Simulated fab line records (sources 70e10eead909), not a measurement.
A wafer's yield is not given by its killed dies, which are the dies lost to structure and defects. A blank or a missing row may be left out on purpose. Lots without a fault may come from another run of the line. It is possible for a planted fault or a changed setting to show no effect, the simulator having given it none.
Which tool was responsible?	flow nand-harc	Sampling: 11 lots, 33 wafers, 5 of 1159 route steps

## WHAT THE GAUGES SHOWED, per wafer
NHARC_END_SORT_01.
lot	measured	on	killed-at-array
L447	day 21 08:16	prober-01	17 24 673
L450	day 22 07:33	prober-02	665 667 6

## WHICH TOOL RAN EACH LOT (tool, then ch and the chambers of the sampled wafers, then the start)
lot	NHARC_A_CONTACT_ETCH_117	NHARC_A_CONTACT_ETCH_123	NHARC_A_CONTACT_ETCH_90	NHARC_A_CONTACT_ETCH_102
L438	har-cap-etch-01 ch 0,1, day 16 19:24	har-cap-etch-01 ch 0,1, day 16 19:56	rie-diel-11 ch 1,2,3, day 16 20:32	rie-diel-06 ch 0,1, day 16 21:10
L447	har-cap-etch-03 ch 0,1, day 18 02:44	har-cap-etch-03 ch 0,1, day 18 03:22	rie-diel-09 ch 2,3, day 18 03:51	rie-diel-11 ch 1,2,3, day 18 04:40
L450	har-cap-etch-01 ch 0,1, day 19 06:50	har-cap-etch-01 ch 0,1, day 19 07:37	rie-diel-11 ch 1,2, day 19 08:16	rie-diel-11 ch 2,3, day 19 08:46
L453	har-cap-etch-02 ch 0,1, day 20 02:19	har-cap-etch-02 ch 0,1, day 20 02:52	rie-diel-06 ch 1,2,3, day 20 03:31	rie-diel-09 ch 0,1,2, day 20 04:07
L452	har-cap-etch-02 ch 0,1, day 20 13:35	har-cap-etch-02 ch 0,1, day 20 14:11	rie-diel-11 ch 0,1,3, day 20 14:43	rie-diel-09 ch 0,1,2, day 20 15:19
L455	har-cap-etch-01 ch 0,1, day 20 14:44	har-cap-etch-01 ch 0,1, day 20 15:21	rie-diel-06 ch 1,3, day 20 15:52	rie-diel-09 ch 2,3, day 20 16:22
L457	har-cap-etch-01 ch 0,1, day 20 19:03	har-cap-etch-01 ch 0,1, day 20 19:41	rie-diel-11 ch 0,1, day 20 20:10	rie-diel-06 ch 0,2,3, day 20 20:45
L460	har-cap-etch-03 ch 0,1, day 21 19:01	har-cap-etch-03 ch 0,1, day 21 19:38	rie-diel-09 ch 0,1,3, day 21 20:08	rie-diel-06 ch 0,1,3, day 21 20:40
L458	har-cap-etch-02 ch 0,1, day 21 20:20	har-cap-etch-02 ch 0,1, day 21 20:55	rie-diel-11 ch 1,2,3, day 21 21:28	rie-diel-09 ch 0,2,3, day 21 21:58
L459	har-cap-etch-01 ch 0,1, day 21 23:34	har-cap-etch-01 ch 0,1, day 22 00:11	rie-diel-11 ch 1,3, day 22 00:40	rie-diel-11 ch 1,2, day 22 01:11
L461	har-cap-etch-03 ch 0,1, day 22 01:26	har-cap-etch-03 ch 0,1, day 22 02:04	rie-diel-11 ch 1,2,3, day 22 02:36	rie-diel-11 ch 1,2, day 22 03:08
- NHARC_A_CONTACT_ETCH_117: etches the open film in C4F8/O2/Ar, time 94 s, target depth 922 nm.
- NHARC_A_CONTACT_ETCH_123: etches the open film in C4F8/O2/Ar, time 253 s, target depth 1090 nm.
- NHARC_A_CONTACT_ETCH_90: etches the open film in CH3F/O2, target depth 40 nm, time 85.7 s.
- NHARC_A_CONTACT_ETCH_102: etches the open film in CF4/O2, target depth 70 nm, overetch 7 nm, time 38.5 s.

## THE ANSWER, worked out from the rows above alone
Rule: what is usual is taken from the lots themselves. Put in order of their means at a reading, lots are off if they are a third of the lots or fewer, leave a main group of 4 or more, and stand apart from it by a gap of 3 or more times the standard deviation of the main group's means; of several such gaps the widest counts. A main group is skipped when, at the precision printed for the reading in the tables above, its means are all equal. Also off: a lot with no number at a reading for which 4 or more lots have one. Any other lot the step has rows for is counted as sound.
None of the lots is off at any reading shown; this tells nothing.

## WHAT THE SIMULATOR HAD INSERTED
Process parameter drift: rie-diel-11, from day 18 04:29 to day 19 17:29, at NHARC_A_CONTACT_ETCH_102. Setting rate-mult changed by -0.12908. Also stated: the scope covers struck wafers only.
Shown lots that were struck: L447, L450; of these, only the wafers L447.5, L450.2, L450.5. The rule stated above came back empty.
